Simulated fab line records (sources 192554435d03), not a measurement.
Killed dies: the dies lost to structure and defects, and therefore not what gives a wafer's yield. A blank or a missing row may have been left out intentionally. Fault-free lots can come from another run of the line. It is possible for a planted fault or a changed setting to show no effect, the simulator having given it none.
fab line records -- flow n5-finfet -- part 1 of 2: steps 1 to 4 of 6
record lots=23, wafers=69, last-day=17
route steps=1938 shown BEOL_M6@1238 BEOL_M7@1265
lots that met no fault: taken from a fault-free run of the same line
start-h: hours from the record's opening day to when the first of the lot's shown wafers began -- wait-h: hours from the lot's prior step to this one -- " unchanged from the row above -- L1.1+2: several wafers, shown together as one row -- - no value, or no start given -- * or withheld: withheld -- < > ~ a bound
route shown NAME@n: names a module that has steps shown in the file, with the first one's number in the route -- usual: the fault-free wafers' mean and standard deviation -- same: alike in all rows -- chamber/n: place in a boat -- sites: the reading at each site -- _std_site: how widely they spread, as a standard deviation -- _edge_site: outer sites' mean less inner sites' -- radius-mm: for every site, how far away it sits from the centre of the wafer -- mask NAME#n: copy n -- behind: the most recent tool/chamber to have shaped the wafer -- hold: why the lot was held/for how many hours/how that ended -- device: whichever transistor did not switch (one of n, p or np) -- end of line: at the end of the route, the tests of the same wafers -- a step given without rows: its recipe and nothing more -- killed: count of dies lost to structure and defects at first sort (not the wafer's yield) -- map: shows each die of a wafer: x if killed, . if not, _ if none is there
set.NAME: the setting the step ran with; set.NAME@STEP: the setting that earlier step ran with -- model.NAME: the simulator's own value behind a step, which no gauge read
the route's steps for a sample of lots (tables are steps, rows are wafers)
services: the hour from which a tool's chamber was out of use, counted from the record's first day as start-h (under 0 if before that day), plus the number of hours and why
## steps
# step N5_BEOL_M6_STRIP_36
# recipe chemistry=N2/H2, power-w=450, temp-c=40, pressure-mtorr=20, rf-frequency-hz=6e+07, overash-fraction=0.3, bias-power-w=7, h2-frac=0.5, n2-flow-sccm=200, h2-flow-sccm=200
# usual drypump-motor-current-A=5.5/0.51, h2-flow-sccm=200.1/0.59, oes-product-au=0.82/0.091, rf-vpp-V=59.3/1.5, showerhead-plenum-p-Torr=2.52/0.071, throttle-valve-pct=23.76/0.28
lot.wafer,tool,chamber,start-h,wait-h,drypump-motor-current-A,h2-flow-sccm,oes-product-au,rf-hours-counter-h,rf-vpp-V,showerhead-plenum-p-Torr,throttle-valve-pct
L076.3,rie-diel-05,3,197.88,0.0,6.1,200.2,0.69,204,59.3,2.52,24.01
L076.4,rie-diel-05,2,197.88,0.0,4.8,200.0,0.72,173,59.9,2.41,23.71
L076.6,rie-diel-05,3,197.88,0.0,6.1,200.2,0.70,-,59.1,2.53,24.01
L077.2,rie-diel-06,2,198.07,0.0,4.7,200.4,0.97,3,59.9,2.48,23.50
L077.4,rie-diel-06,1,198.07,0.0,5.9,200.0,0.67,240,57.1,2.47,23.72
L077.6,rie-diel-06,3,198.07,0.0,4.8,200.7,0.68,-,59.8,2.62,23.72
L074.1,rie-diel-05,3,207.97,0.0,6.1,200.8,0.69,209,59.3,2.52,23.98
L074.3,rie-diel-05,1,207.97,0.0,5.1,199.7,0.84,44,58.0,2.58,23.52
L074.5,rie-diel-05,1,207.97,0.0,5.1,199.9,0.83,-,59.7,2.58,23.52
L079.1,rie-diel-06,0,212.98,0.0,5.3,200.8,0.86,49,60.9,2.59,23.64
L079.3,rie-diel-06,2,212.98,0.0,4.7,200.0,0.94,8,58.6,2.48,23.49
L079.5,rie-diel-06,3,212.98,0.0,4.9,200.8,0.67,-,62.0,2.61,23.74
L078.4,rie-diel-05,0,217.32,0.0,5.9,200.8,0.87,-,60.8,2.45,23.30
L078.5,rie-diel-05,1,217.32,0.0,5.1,200.3,0.84,-,60.6,2.58,23.53
L078.6,rie-diel-05,3,217.32,0.0,6.1,199.8,0.70,-,57.4,2.52,24.01
L080.2,rie-diel-03,0,217.87,0.0,6.3,200.0,0.96,16,58.0,2.50,23.80
L080.3,rie-diel-03,2,217.87,0.0,5.8,200.9,0.86,55,59.2,2.60,24.22
L080.6,rie-diel-03,0,217.87,0.0,6.3,200.0,0.96,-,58.7,2.50,23.78
L081.1,rie-diel-03,1,223.21,0.0,5.9,200.4,0.90,31,58.8,2.47,23.44
L081.4,rie-diel-03,2,223.21,0.0,5.8,200.5,0.87,-,59.8,2.60,24.24
L081.5,rie-diel-03,2,223.21,0.0,5.8,199.0,0.86,-,59.2,2.60,24.23
L082.2,rie-diel-03,3,237.23,0.0,5.5,200.5,0.95,6,61.1,2.63,24.00
L082.4,rie-diel-03,2,237.23,0.0,5.8,200.1,0.85,65,61.2,2.60,24.25
L082.5,rie-diel-03,2,237.23,0.0,5.8,200.8,0.86,-,60.9,2.60,24.24
L083.1,rie-diel-03,1,240.55,0.0,5.9,199.2,0.88,39,58.6,2.47,23.45
L083.3,rie-diel-03,3,240.55,0.0,5.5,200.5,0.92,7,58.5,2.63,24.02
L083.4,rie-diel-03,2,240.55,0.0,5.8,200.0,0.85,66,56.1,2.59,24.25
L084.1,rie-diel-06,3,249.42,0.0,4.8,200.9,0.69,232,59.4,2.61,23.77
L084.2,rie-diel-06,0,249.42,0.0,5.3,200.2,0.86,57,60.4,2.59,23.68
L084.4,rie-diel-06,0,249.42,0.0,5.3,200.5,0.85,-,60.1,2.59,23.67
L085.2,rie-diel-05,0,258.85,0.0,5.9,200.4,0.84,75,58.7,2.44,23.32
L085.3,rie-diel-05,3,258.85,0.0,6.1,200.3,0.68,230,60.2,2.51,24.03
L085.6,rie-diel-05,2,258.85,0.0,4.8,200.3,0.73,-,57.6,2.40,23.73
L086.2,rie-diel-05,3,260.32,0.0,6.1,200.0,0.67,231,59.9,2.51,24.01
L086.4,rie-diel-05,1,260.32,0.0,5.1,199.9,0.82,66,60.6,2.57,23.55
L086.5,rie-diel-05,3,260.32,0.0,6.1,200.8,0.69,-,57.2,2.51,24.04
L087.1,rie-diel-03,2,268.83,0.0,5.8,199.0,0.84,75,58.0,2.59,24.26
L087.5,rie-diel-03,3,268.83,0.0,5.5,200.0,0.90,-,61.0,2.62,24.04
L087.6,rie-diel-03,2,268.83,0.0,5.8,200.3,0.84,-,59.2,2.59,24.27
L088.4,rie-diel-06,0,277.44,0.0,5.3,200.7,0.84,69,60.2,2.58,23.67
L088.5,rie-diel-06,0,277.44,0.0,5.2,200.1,0.83,-,60.0,2.58,23.65
L088.6,rie-diel-06,3,277.44,0.0,4.9,200.1,0.66,-,61.1,2.60,23.78
L089.2,rie-diel-06,0,279.43,0.0,5.2,200.0,0.83,70,60.6,2.58,23.70
L089.5,rie-diel-06,3,279.43,0.0,4.9,199.0,0.66,-,61.5,2.60,23.78
L089.6,rie-diel-06,2,279.43,0.0,4.7,199.4,0.90,-,59.8,2.47,23.53
L091.2,rie-diel-03,0,281.95,0.0,6.3,201.5,0.92,39,61.1,2.49,23.87
L091.5,rie-diel-03,3,281.95,0.0,5.5,200.4,0.88,-,56.7,2.62,24.05
L091.6,rie-diel-03,2,281.95,0.0,5.8,200.4,0.82,-,60.7,2.59,24.25
L090.2,rie-diel-05,2,293.07,0.0,4.8,199.4,0.71,201,59.0,2.39,23.73
L090.3,rie-diel-05,3,293.07,0.0,6.1,200.2,0.68,241,54.9,2.51,24.04
L090.5,rie-diel-05,1,293.07,0.0,5.0,200.6,0.81,-,59.7,2.56,23.59
L092.2,rie-diel-03,2,298.00,0.0,5.8,199.9,0.82,87,59.9,2.58,24.31
L092.4,rie-diel-03,0,298.00,0.0,6.2,200.2,0.89,45,60.6,2.48,23.83
L092.5,rie-diel-03,1,298.00,0.0,5.9,199.9,0.86,-,58.8,2.46,23.46
L094.2,rie-diel-05,1,300.95,0.0,5.0,200.9,0.78,80,61.0,2.56,23.58
L094.3,rie-diel-05,3,300.95,0.0,6.1,199.0,0.67,244,59.6,2.51,24.04
L094.5,rie-diel-05,3,300.95,0.0,6.1,199.2,0.66,-,59.2,2.51,24.06
L093.2,rie-diel-06,1,301.17,0.0,5.9,200.9,0.93,15,63.5,2.46,23.48
L093.3,rie-diel-06,0,301.17,0.0,5.3,199.3,0.81,79,59.4,2.58,23.72
L093.6,rie-diel-06,2,301.17,0.0,4.7,200.9,0.88,-,57.2,2.47,23.52
L095.2,rie-diel-03,3,314.32,0.0,5.5,200.9,0.87,33,60.8,2.61,24.09
L095.4,rie-diel-03,0,314.32,0.0,6.3,201.4,0.88,52,60.5,2.48,23.88
L095.5,rie-diel-03,2,314.32,0.0,5.8,199.9,0.81,-,59.9,2.58,24.29
L096.1,rie-diel-06,1,321.27,0.0,5.9,200.9,0.92,25,60.7,2.45,23.52
L096.4,rie-diel-06,1,321.27,0.0,5.9,200.7,0.90,-,57.9,2.45,23.51
L096.6,rie-diel-06,2,321.27,0.0,4.7,199.4,0.86,-,60.5,2.46,23.51
L097.3,rie-diel-03,1,321.58,0.0,5.9,200.2,0.85,65,59.5,2.45,23.51
L097.4,rie-diel-03,3,321.58,0.0,5.5,200.2,0.87,36,57.8,2.61,24.06
L097.6,rie-diel-03,1,321.58,0.0,5.9,200.4,0.85,-,59.7,2.45,23.48
# step N5_BEOL_M6_DEP_56
# recipe material=SiCN, target-thk-a=100, temp-c=withheld, precursor=3MS/NH3, pressure-torr=3, rf-w=202, time-s=17.5
# usual showerhead-plenum-p-Torr=3.662/0.018, throttle-valve-pct=9.2/0.5
lot.wafer,tool,chamber,start-h,wait-h,showerhead-plenum-p-Torr,throttle-valve-pct
L076.3,pecvd-02,0,200.52,0.0,3.684,8.5
L076.4,pecvd-02,0,200.52,0.0,3.687,8.5
L076.6,pecvd-02,2,200.52,0.0,3.685,8.7
L077.2,pecvd-04,1,202.20,0.0,3.639,9.6
L077.4,pecvd-04,0,202.20,0.0,3.655,8.6
L077.6,pecvd-04,1,202.20,0.0,3.623,9.6
L074.1,pecvd-01,0,211.35,0.0,3.673,9.0
L074.3,pecvd-01,1,211.35,0.0,3.651,8.9
L074.5,pecvd-01,0,211.35,0.0,3.656,8.8
L079.1,pecvd-02,1,216.11,0.0,3.663,9.6
L079.3,pecvd-02,2,216.11,0.0,3.691,8.8
L079.5,pecvd-02,1,216.11,0.0,3.665,9.3
L078.4,pecvd-04,2,220.63,0.0,3.660,9.8
L078.5,pecvd-04,0,220.63,0.0,3.648,9.3
L078.6,pecvd-04,1,220.63,0.0,3.639,9.5
L080.2,pecvd-04,2,221.88,0.0,3.656,9.8
L080.3,pecvd-04,0,221.88,0.0,3.658,9.1
L080.6,pecvd-04,2,221.88,0.0,3.664,9.9
L081.1,pecvd-04,2,225.73,0.0,3.657,9.9
L081.4,pecvd-04,0,225.73,0.0,3.661,9.0
L081.5,pecvd-04,2,225.73,0.0,3.650,9.8
L082.2,pecvd-02,2,239.87,0.0,3.695,8.8
L082.4,pecvd-02,1,239.87,0.0,3.661,9.4
L082.5,pecvd-02,2,239.87,0.0,3.681,8.8
L083.1,pecvd-04,2,243.23,0.0,3.653,9.8
L083.3,pecvd-04,0,243.23,0.0,3.653,9.1
L083.4,pecvd-04,0,243.23,0.0,3.653,9.1
L084.1,pecvd-02,0,254.50,0.0,3.684,8.3
L084.2,pecvd-02,2,254.50,0.0,3.685,9.0
L084.4,pecvd-02,1,254.50,0.0,3.662,9.5
L085.2,pecvd-02,1,262.16,0.0,3.669,9.5
L085.3,pecvd-02,0,262.16,0.0,3.679,8.7
L085.6,pecvd-02,0,262.16,0.0,3.685,8.5
L086.2,pecvd-04,2,263.68,0.0,3.660,10.1
L086.4,pecvd-04,1,263.68,0.0,3.623,9.4
L086.5,pecvd-04,2,263.68,0.0,3.659,10.3
L087.1,pecvd-01,1,271.76,0.0,3.653,8.6
L087.5,pecvd-01,1,271.76,0.0,3.674,8.8
L087.6,pecvd-01,2,271.76,0.0,3.680,8.7
L088.4,pecvd-04,0,279.94,0.0,3.654,8.9
L088.5,pecvd-04,2,279.94,0.0,3.652,10.0
L088.6,pecvd-04,1,279.94,0.0,3.625,9.4
L089.2,pecvd-01,1,281.61,0.0,3.652,8.9
L089.5,pecvd-01,0,281.61,0.0,3.672,9.0
L089.6,pecvd-01,2,281.61,0.0,3.689,8.6
L091.2,pecvd-01,0,285.00,0.0,3.677,8.7
L091.5,pecvd-01,1,285.00,0.0,3.664,8.9
L091.6,pecvd-01,0,285.00,0.0,3.669,9.0
L090.2,pecvd-02,2,295.83,0.0,3.678,8.9
L090.3,pecvd-02,0,295.83,0.0,3.689,8.4
L090.5,pecvd-02,0,295.83,0.0,3.684,8.6
L092.2,pecvd-04,2,302.12,0.0,3.659,10.3
L092.4,pecvd-04,1,302.12,0.0,3.626,9.2
L092.5,pecvd-04,2,302.12,0.0,3.651,10.1
L094.2,pecvd-02,0,304.22,0.0,3.675,8.6
L094.3,pecvd-02,1,304.22,0.0,3.660,9.5
L094.5,pecvd-02,2,304.22,0.0,3.685,9.0
L093.2,pecvd-04,0,304.60,0.0,3.667,9.0
L093.3,pecvd-04,2,304.60,0.0,3.654,10.1
L093.6,pecvd-04,1,304.60,0.0,3.638,9.6
L095.2,pecvd-04,0,318.81,0.0,3.654,9.1
L095.4,pecvd-04,1,318.81,0.0,3.625,9.4
L095.5,pecvd-04,2,318.81,0.0,3.658,10.2
L096.1,pecvd-02,0,324.17,0.0,3.683,8.6
L096.4,pecvd-02,1,324.17,0.0,3.666,9.4
L096.6,pecvd-02,2,324.17,0.0,3.683,9.1
L097.3,pecvd-04,0,324.72,0.0,3.645,8.9
L097.4,pecvd-04,2,324.72,0.0,3.655,10.0
L097.6,pecvd-04,1,324.72,0.0,3.634,9.5
# step N5_BEOL_M7_THK_MEAS_01
# recipe reads=SiCOH_lowk_of_BEOL_M7_ILD_DEP_00
# usual M7_ILD_THK=155.1/2.3
lot.wafer,tool,chamber,start-h,wait-h,M7_ILD_THK[nm]
L076.3,film-metro-01,-,201.23,0.3,153.6
L076.4,film-metro-01,-,201.23,0.3,158.9
L076.6,film-metro-01,-,201.23,0.3,156.6
L077.2,film-metro-01,-,203.39,0.7,155.9
L077.4,film-metro-01,-,203.39,0.7,154.1
L077.6,film-metro-01,-,203.39,0.7,157.3
L074.1,film-metro-01,-,212.06,0.4,150.4
L074.3,film-metro-01,-,212.06,0.4,152.9
L074.5,film-metro-01,-,212.06,0.4,154.1
L079.1,film-metro-02,-,216.82,0.4,153.1
L079.3,film-metro-02,-,216.82,0.4,156.2
L079.5,film-metro-02,-,216.82,0.4,157.8
L078.4,film-metro-02,-,221.80,0.4,154.6
L078.5,film-metro-02,-,221.80,0.4,153.1
L078.6,film-metro-02,-,221.80,0.4,155.0
L080.2,film-metro-01,-,223.07,0.7,151.7
L080.3,film-metro-01,-,223.07,0.7,150.2
L080.6,film-metro-01,-,223.07,0.7,156.5
L081.1,film-metro-02,-,226.44,0.4,156.7
L081.4,film-metro-02,-,226.44,0.4,156.9
L081.5,film-metro-02,-,226.44,0.4,157.4
L082.2,film-metro-01,-,240.60,0.4,153.6
L082.4,film-metro-01,-,240.60,0.4,158.1
L082.5,film-metro-01,-,240.60,0.4,155.8
L083.1,film-metro-01,-,243.94,0.4,156.1
L083.3,film-metro-01,-,243.94,0.4,152.8
L083.4,film-metro-01,-,243.94,0.4,158.0
L084.1,film-metro-02,-,255.21,0.4,153.4
L084.2,film-metro-02,-,255.21,0.4,158.3
L084.4,film-metro-02,-,255.21,0.4,157.1
L085.2,film-metro-02,-,262.87,0.4,153.3
L085.3,film-metro-02,-,262.87,0.4,151.1
L085.6,film-metro-02,-,262.87,0.4,154.1
L086.2,film-metro-01,-,264.39,0.4,155.4
L086.4,film-metro-01,-,264.39,0.4,156.2
L086.5,film-metro-01,-,264.39,0.4,156.0
L087.1,film-metro-02,-,272.48,0.4,153.7
L087.5,film-metro-02,-,272.48,0.4,152.6
L087.6,film-metro-02,-,272.48,0.4,152.3
L088.4,film-metro-01,-,280.80,0.2,155.4
L088.5,film-metro-01,-,280.80,0.2,159.2
L088.6,film-metro-01,-,280.80,0.2,156.4
L089.2,film-metro-02,-,282.31,0.4,153.7
L089.5,film-metro-02,-,282.31,0.4,154.1
L089.6,film-metro-02,-,282.31,0.4,153.6
L091.2,film-metro-02,-,285.71,0.4,154.8
L091.5,film-metro-02,-,285.71,0.4,155.9
L091.6,film-metro-02,-,285.71,0.4,158.0
L090.2,film-metro-01,-,296.55,0.4,154.6
L090.3,film-metro-01,-,296.55,0.4,156.8
L090.5,film-metro-01,-,296.55,0.4,157.2
L092.2,film-metro-01,-,302.83,0.4,151.4
L092.4,film-metro-01,-,302.83,0.4,155.7
L092.5,film-metro-01,-,302.83,0.4,153.9
L094.2,film-metro-01,-,304.92,0.4,153.9
L094.3,film-metro-01,-,304.92,0.4,152.3
L094.5,film-metro-01,-,304.92,0.4,157.2
L093.2,film-metro-02,-,305.31,0.4,152.9
L093.3,film-metro-02,-,305.31,0.4,157.1
L093.6,film-metro-02,-,305.31,0.4,155.6
L095.2,film-metro-01,-,319.52,0.4,156.3
L095.4,film-metro-01,-,319.52,0.4,158.8
L095.5,film-metro-01,-,319.52,0.4,158.6
L096.1,film-metro-01,-,324.88,0.4,154.0
L096.4,film-metro-01,-,324.88,0.4,158.0
L096.6,film-metro-01,-,324.88,0.4,157.0
L097.3,film-metro-02,-,325.45,0.3,155.6
L097.4,film-metro-02,-,325.45,0.3,156.8
L097.6,film-metro-02,-,325.45,0.3,155.8
# step N5_BEOL_M7_ETCH_61
# recipe chemistry=CF4, target=SiARC, target-depth-a=455, mask-material=CAR-ArF, time-s=75.8, ion-energy-ev=80, pressure-mtorr=40, source-w=545, bias-w=36, Ar_flow_sccm=100, cf4-flow-sccm=100, ends=cleared
# usual drypump-motor-current-A=6.0/0.61, etch-rf-on-time-s=76.4/2.9, oes-product-au=0.67/0.059, rf-vpp-V=183.9/1.1, showerhead-plenum-p-Torr=2.12/0.059, throttle-valve-pct=15.50/0.18
lot.wafer,tool,chamber,start-h,wait-h,drypump-motor-current-A,etch-rf-on-time-s,oes-product-au,rf-hours-counter-h,rf-vpp-V,showerhead-plenum-p-Torr,throttle-valve-pct
L076.3,rie-diel-02,3,203.38,0.0,6.0,79.7,0.59,186,183.8,2.14,15.99
L076.4,rie-diel-02,0,203.38,0.0,5.6,77.6,0.81,4,186.2,2.17,15.36
L076.6,rie-diel-02,1,203.38,0.0,5.3,74.6,0.65,-,184.0,2.14,15.60
L077.2,rie-diel-01,1,205.22,0.0,6.3,77.7,0.73,51,184.8,2.17,15.64
L077.4,rie-diel-01,0,205.22,0.0,5.1,72.4,0.75,44,182.8,2.09,15.23
L077.6,rie-diel-01,3,205.22,0.0,6.3,79.4,0.61,-,184.7,2.12,15.35
L074.1,rie-diel-04,2,213.94,0.0,5.7,80.6,0.60,178,182.6,2.05,15.54
L074.3,rie-diel-04,1,213.94,0.0,5.0,73.0,0.74,43,185.6,2.17,15.50
L074.5,rie-diel-04,1,213.94,0.0,5.0,73.0,0.75,-,185.3,2.17,15.49
L079.1,rie-diel-01,2,218.31,0.0,6.8,74.7,0.66,137,182.3,2.07,15.31
L079.3,rie-diel-01,3,218.31,0.0,6.3,79.4,0.62,191,184.7,2.11,15.37
L079.5,rie-diel-01,0,218.31,0.0,5.1,72.0,0.76,-,184.4,2.08,15.24
L078.4,rie-diel-01,1,224.27,0.0,6.3,78.2,0.72,-,184.5,2.17,15.66
L078.5,rie-diel-01,0,224.27,0.0,5.1,73.5,0.74,-,181.9,2.08,15.24
L078.6,rie-diel-01,3,224.27,0.0,6.3,80.2,0.61,-,183.2,2.11,15.36
L080.2,rie-diel-01,1,224.56,0.0,6.4,77.1,0.73,57,184.3,2.17,15.66
L080.3,rie-diel-01,0,224.56,0.0,5.1,72.8,0.74,50,182.6,2.08,15.24
L080.6,rie-diel-01,0,224.56,0.0,5.1,72.6,0.74,-,184.5,2.08,15.23
L081.1,rie-diel-04,2,227.49,0.0,5.7,80.4,0.60,183,183.6,2.05,15.53
L081.4,rie-diel-04,0,227.49,0.0,6.1,79.8,0.61,188,185.1,2.22,15.74
L081.5,rie-diel-04,2,227.49,0.0,5.7,80.7,0.60,-,182.9,2.05,15.54
L082.2,rie-diel-02,1,242.07,0.0,5.4,76.1,0.63,181,183.9,2.13,15.63
L082.4,rie-diel-02,2,242.07,0.0,6.2,74.0,0.74,38,185.6,2.27,15.42
L082.5,rie-diel-02,0,242.07,0.0,5.5,79.3,0.77,-,184.3,2.17,15.40
L083.1,rie-diel-01,2,245.48,0.0,6.8,75.2,0.66,141,183.7,2.07,15.34
L083.3,rie-diel-01,1,245.48,0.0,6.4,78.0,0.72,64,184.7,2.17,15.68
L083.4,rie-diel-01,3,245.48,0.0,6.3,79.8,0.61,199,183.9,2.11,15.38
L084.1,rie-diel-02,1,257.43,0.0,5.4,74.7,0.63,185,182.8,2.13,15.63
L084.2,rie-diel-02,3,257.43,0.0,6.0,78.2,0.59,202,183.9,2.13,16.04
L084.4,rie-diel-02,0,257.43,0.0,5.6,77.6,0.77,21,185.1,2.16,15.41
L085.2,rie-diel-02,1,265.46,0.0,5.4,73.8,0.64,188,183.3,2.13,15.65
L085.3,rie-diel-02,2,265.46,0.0,6.2,74.3,0.73,45,185.1,2.27,15.43
L085.6,rie-diel-02,2,265.46,0.0,6.2,73.8,0.73,-,185.8,2.27,15.46
L086.2,rie-diel-01,1,267.03,0.0,6.4,79.1,0.70,69,184.7,2.17,15.70
L086.4,rie-diel-01,0,267.03,0.0,5.1,74.1,0.72,64,182.7,2.08,15.26
L086.5,rie-diel-01,0,267.03,0.0,5.1,73.5,0.72,-,183.3,2.08,15.28
L087.1,rie-diel-04,2,273.92,0.0,5.7,81.4,0.60,195,184.2,2.05,15.57
L087.5,rie-diel-04,2,273.92,0.0,5.7,81.0,0.59,-,183.9,2.05,15.55
L087.6,rie-diel-04,3,273.92,0.0,6.6,73.8,0.66,-,182.1,2.06,15.49
L088.4,rie-diel-04,2,282.22,0.0,5.7,79.9,0.59,-,182.5,2.05,15.57
L088.5,rie-diel-04,1,282.22,0.0,5.0,71.9,0.72,-,184.9,2.17,15.52
L088.6,rie-diel-04,3,282.22,0.0,6.7,73.0,0.67,-,184.3,2.06,15.51
L089.2,rie-diel-01,1,286.15,0.0,6.3,78.2,0.71,77,184.5,2.17,15.70
L089.5,rie-diel-01,3,286.15,0.0,6.2,78.3,0.61,-,185.5,2.11,15.42
L089.6,rie-diel-01,0,286.15,0.0,5.1,73.6,0.71,-,183.3,2.08,15.29
L091.2,rie-diel-04,2,287.65,0.0,5.7,78.8,0.59,202,182.5,2.04,15.58
L091.5,rie-diel-04,2,287.65,0.0,5.7,79.4,0.60,-,183.9,2.04,15.57
L091.6,rie-diel-04,1,287.65,0.0,5.0,72.3,0.73,-,183.6,2.17,15.55
L090.2,rie-diel-04,1,298.51,0.0,5.0,74.1,0.72,70,184.4,2.17,15.56
L090.3,rie-diel-04,0,298.51,0.0,6.0,81.2,0.59,208,184.4,2.21,15.76
L090.5,rie-diel-04,0,298.51,0.0,6.1,81.1,0.59,-,184.6,2.21,15.76
L092.2,rie-diel-01,3,304.04,0.0,6.3,80.9,0.59,219,182.3,2.11,15.42
L092.4,rie-diel-01,0,304.04,0.0,5.1,73.6,0.71,77,182.0,2.08,15.29
L092.5,rie-diel-01,3,304.04,0.0,6.2,79.9,0.59,-,185.1,2.11,15.42
L094.2,rie-diel-01,3,308.65,0.0,6.2,80.8,0.60,219,183.8,2.10,15.41
L094.3,rie-diel-01,1,308.65,0.0,6.4,79.1,0.69,84,185.4,2.16,15.71
L094.5,rie-diel-01,2,308.65,0.0,6.8,75.3,0.64,-,183.2,2.06,15.37
L093.2,rie-diel-01,0,308.90,0.0,5.1,73.1,0.71,78,182.3,2.07,15.30
L093.3,rie-diel-01,3,308.90,0.0,6.3,80.4,0.59,219,184.1,2.10,15.41
L093.6,rie-diel-01,0,308.90,0.0,5.1,73.2,0.70,-,182.4,2.07,15.30
L095.2,rie-diel-01,0,320.26,0.0,5.1,73.0,0.70,81,184.9,2.07,15.31
L095.4,rie-diel-01,1,320.26,0.0,6.3,78.6,0.70,87,185.1,2.16,15.73
L095.5,rie-diel-01,2,320.26,0.0,6.8,74.9,0.64,-,183.3,2.06,15.37
L096.1,rie-diel-01,3,325.95,0.0,6.3,80.7,0.59,224,184.1,2.10,15.44
L096.4,rie-diel-01,2,325.95,0.0,6.8,74.4,0.64,166,182.5,2.06,15.39
L096.6,rie-diel-01,0,325.95,0.0,5.1,72.5,0.70,-,183.6,2.07,15.31
L097.3,rie-diel-01,2,326.31,0.0,6.8,75.4,0.64,167,183.9,2.06,15.38
L097.4,rie-diel-01,0,326.31,0.0,5.0,73.0,0.71,83,183.6,2.07,15.29
L097.6,rie-diel-01,3,326.31,0.0,6.3,80.5,0.59,-,184.2,2.10,15.44
